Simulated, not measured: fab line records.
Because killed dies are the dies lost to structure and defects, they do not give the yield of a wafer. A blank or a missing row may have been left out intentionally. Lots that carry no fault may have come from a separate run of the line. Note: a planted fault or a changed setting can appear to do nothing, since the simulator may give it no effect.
Chamber matching + flow nandHarc + NHARC_A_M1_DEP_33 on pecvd-03 has 3 sister chambers
The step deposits SiCN, target thk 30 nm. 16 wafers are shown with their chamber, then 8 later ones without.

EACH WAFER AND ITS CHAMBER
| wafer  | chamber | heaterPowerW (W) |
|--------|---------|------------------|
| L077.2 | 2       | 438              |
| L077.4 | 2       | 434              |
| L077.5 | 0       | 643              |
| L078.1 | 2       | 442              |
| L078.5 | 2       | 450              |
| L078.6 | 1       | 629              |
| L080.1 | 1       | 581              |
| L080.2 | 2       | 464              |
| L080.4 | 1       | 575              |
| L081.2 | 0       | 602              |
| L081.4 | 1       | 617              |
| L081.6 | 2       | 446              |
| L086.1 | 1       | 570              |
| L086.2 | 2       | 474              |
| L086.5 | 2       | 468              |
| L089.2 | 2       | 496              |

SIGNATURES (averages over the wafers above)
| reading      | chamber 0 | chamber 1 | chamber 2 | scatter within a chamber |
|--------------|-----------|-----------|-----------|--------------------------|
| heaterPowerW | 622.50    | 594.40    | 456.89    | 23.1                     |
Rule: for a wafer and a chamber, the distance is found by dividing, reading by reading, the gap between the wafer's reading and the chamber's mean by the reading's scatter, squaring, summing and taking the root. The wafer belongs to the nearest chamber; if the next one is less than 2 further off, it can't be placed. The scatter is the square root of a quotient: the sum, over the shown wafers, of each reading's squared deviation from its chamber's mean, divided by wafers minus chambers.

WAFERS WITH NO CHAMBER GIVEN
| wafer  | heaterPowerW (W) |
|--------|------------------|
| L089.5 | 545              |
| L089.6 | 393              |
| L094.2 | 455              |
| L094.5 | 467              |
| L094.6 | 578              |
| L096.1 | 550              |
| L096.4 | 496              |
| L096.5 | 556              |

CHAMBER TAKEN BY EACH
| wafer  | from the rows above          | in truth |
|--------|------------------------------|----------|
| L089.5 | can't be placed: 1 or 0 or 2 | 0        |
| L089.6 | 2                            | 2        |
| L094.2 | 2                            | 2        |
| L094.5 | 2                            | 2        |
| L094.6 | can't be placed: 1 or 0      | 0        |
| L096.1 | can't be placed: 1 or 0      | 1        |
| L096.4 | 2                            | 2        |
| L096.5 | can't be placed: 1 or 0      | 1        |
Correct placement for 4 of the 8. These rows do not allow placing 4 (true chamber among the candidates in 4). 0 placed wrongly.
